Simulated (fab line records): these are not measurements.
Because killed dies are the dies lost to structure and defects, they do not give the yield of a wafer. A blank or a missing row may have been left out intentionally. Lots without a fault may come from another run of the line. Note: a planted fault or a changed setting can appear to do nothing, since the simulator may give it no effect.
A struck lot beside a sound one + flow n5-finfet + 18 steps out of a route of 1938
Sound: wafers L261.2, L261.3, L261.4. Struck: wafer L268.3 (left out: L268.2, L268.5 of the same lot, which were not struck); the cause appears at the end.
Each step with rows lists, per side, the tool, then ch with its chambers, then its first start. Under that, the readings that differ: sound wafers + struck wafers + difference of the means + sigmas: that difference in standard deviations of wafers without a fault.
alike: readings with means less than 2 such deviations apart, plus words and numbers identical on both sides. not compared: withheld readings, readings lacking a value on some wafer, bounds such as >300 that could conceal the same value, and numbers that have no deviation in the record and whose values overlap.
A row with sigmas, a row that says differs or no value, or rows on one side alone: a step with any of these is where the two part. Non-overlapping numbers with no deviation appear without sigmas and do not part them. A reading missing from all wafers of one side parts the sides only when that side holds two or more wafers.

first, 6 steps without rows for these wafers: N5_BEOL_M8_COAT_22 (resist thk 30 nm); N5_BEOL_M8_EBR_24; N5_BEOL_M8_SOFTBAKE_23 (time 60 s); N5_BEOL_M8_EXPOSE_25 (exposes mask V7, target cd 40 nm); N5_BEOL_M8_PEB_26 (peb time 60 s); N5_BEOL_M8_DEVELOP_27 (develop time 30 s).
N5_BEOL_M8_CD_MEAS_28 targets a cd of 40 nm.
  sound on cd-sem-03 ch 0, day 11 22:00; struck on cd-sem-02 ch 0, day 13 14:41
  alike: cd-nm
N5_BEOL_M8_OVL_MEAS_29:
  sound on overlay-02 ch 0, day 11 22:02; struck on overlay-02 ch 0, day 13 14:43
  alike: V7_OVL
N5_BEOL_M8_INSPECT_30: inspects for defects (brightfield).
  sound on defect-inspect-01 at day 11 22:05; struck on defect-inspect-02 at day 13 14:46
  alike: raw-defect-count
N5_BEOL_M8_DESCUM_33: chemistry O2, time 7 s.
  sound on rie-diel-05 ch 0,1,2, day 11 22:07; struck on rie-diel-05 ch 1, day 13 15:16
| reading                | sound          | struck | difference | sigmas |
|------------------------|----------------|--------|------------|--------|
| throttle-valve-pct (%) | 21.1 20.0 20.1 | 21.2   | +0.8       | +2     |
  alike: bias-power-w, drypump-motor-current-A, oes-product-au, rf-vpp-V, showerhead-plenum-p-Torr
  not compared: rf-hours-counter-h
N5_BEOL_M8_ETCH_72: etches underlayer in N2/H2, target depth 6.5 nm, time 5.2 s.
  sound on rie-diel-05 ch 0,1,2, day 11 22:10; struck on rie-diel-05 ch 1, day 13 15:19
  alike: drypump-motor-current-A, etch-rf-on-time-s, h2-flow-sccm, oes-product-au, rf-vpp-V, showerhead-plenum-p-Torr, throttle-valve-pct
  not compared: rf-hours-counter-h
N5_BEOL_M8_ETCH_65: etches SiARC in CF4, target depth 15.6 nm, time 26 s.
  sound on rie-diel-05 ch 0,1,2, day 11 22:11; struck on rie-diel-05 ch 1, day 13 15:20
  alike: drypump-motor-current-A, etch-rf-on-time-s, oes-product-au, rf-vpp-V, showerhead-plenum-p-Torr, throttle-valve-pct
  not compared: rf-hours-counter-h
N5_BEOL_M8_ETCH_66: etches SOC in N2/H2, target depth 80 nm, overetch 16 nm, time 120 s.
  sound on rie-diel-05 ch 0,1,2, day 11 22:12; struck on rie-diel-05 ch 1, day 13 15:23
| reading                                    | sound             | struck | difference | sigmas |
|--------------------------------------------|-------------------|--------|------------|--------|
| h2-flow-sccm (sccm)                        | 199.4 199.6 200.7 | 201.7  | +1.8       | +3     |
| model.SiARC_of_BEOL_M8_COAT_64.thk-nm (nm) | 6.2 6.2 6.4       | 2.4    | -3.9       |        |
| model.BEOL_M8.cd-nm (nm)                   | 40.8 39.8 40      | 42.4   | +2.2       |        |
  alike: drypump-motor-current-A, oes-product-au, rf-vpp-V, showerhead-plenum-p-Torr, throttle-valve-pct
  not compared: rf-hours-counter-h
then, 2 steps without rows for these wafers: N5_BEOL_M8_STRIP_69 (strips in N2/H2); N5_BEOL_M8_STRIP_73 (strips in N2/H2).
N5_BEOL_M8_VIA_ETCH_34: etches SiCOH lowk in C4F6/O2, target depth 125.5 nm, time 50.5 s.
  sound on rie-diel-05 ch 0,1,2, day 11 22:18; struck on rie-diel-05 ch 1, day 13 15:32
| reading                  | sound          | struck | difference | sigmas |
|--------------------------|----------------|--------|------------|--------|
| model.BEOL_M8.cd-nm (nm) | 40.6 39.8 39.8 | 42.6   | +2.5       |        |
  alike: drypump-motor-current-A, oes-product-au, rf-vpp-V, showerhead-plenum-p-Torr, throttle-valve-pct
  not compared: rf-hours-counter-h
then, 1 step without rows for these wafers: N5_BEOL_M8_STRIP_76 (strips in C4F6/O2).
N5_PASSIVATION_PROBE_49:
  the record has rows for the sound wafers here (prober-01, day 14 23:14) and none for the struck ones

WHERE THEY PART
At N5_BEOL_M8_DESCUM_33 first; at N5_PASSIVATION_PROBE_49 last (within this record only).

WHY: what the simulator had put in
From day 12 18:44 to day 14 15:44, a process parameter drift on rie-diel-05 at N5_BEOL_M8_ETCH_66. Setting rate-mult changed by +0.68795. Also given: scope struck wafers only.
